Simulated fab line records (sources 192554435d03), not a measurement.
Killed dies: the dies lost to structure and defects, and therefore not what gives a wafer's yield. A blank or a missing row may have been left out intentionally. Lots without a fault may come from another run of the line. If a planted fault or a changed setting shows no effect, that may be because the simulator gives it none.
Matching of chambers ; flow n5Finfet ; 4 sister chambers for N5_MOL_CONTACT_COAG_CMP_52 on cmp-03
The step polishes, stops on SiO2, t overpolish 1.5 s, target thk 66.5 nm. 4 wafers are shown with their chamber, then 9 later ones without.

## WAFERS PAIRED WITH THEIR CHAMBERS
wafer;chamber;motorCurrentA (A)
L084.6;0;10.8
L087.1;1;14.4
L087.3;3;11.1
L087.5;2;13.1

## WAFERS WITHOUT THEIR CHAMBER
wafer;motorCurrentA (A)
L089.3;12.8
L089.4;14.9
L089.6;10.9
L093.1;13.3
L093.4;11.3
L093.5;10.9
L094.2;11.3
L094.5;13.1
L094.6;14.2

## WHICH CHAMBER EACH WENT THROUGH
wafer;from the rows above;in truth
L089.3;2;2
L089.4;1;1
L089.6;can't be placed: 0 or 3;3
L093.1;2;2
L093.4;can't be placed: 3 or 0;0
L093.5;can't be placed: 0 or 3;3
L094.2;can't be placed: 3 or 0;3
L094.5;2;2
L094.6;1;1
5 of 9 placed correctly. From these rows, 4 cannot be placed; in 4 the true chamber is one of the candidates. Placed wrongly: 0.
How it was worked out, from the rows above alone: a wafer's distance from a chamber is the root of the sum, over the readings, of the square of ((its reading less the chamber's mean) divided by the reading's scatter). If the next closest chamber is less than 2 further off than the closest, the wafer can't be placed; otherwise it belongs to the closest. For every chamber, the mean is computed from those of its wafers that are shown. The scatter: root of mean squared gap, hidden wafer to nearest shown wafer, with one shown wafer a chamber.
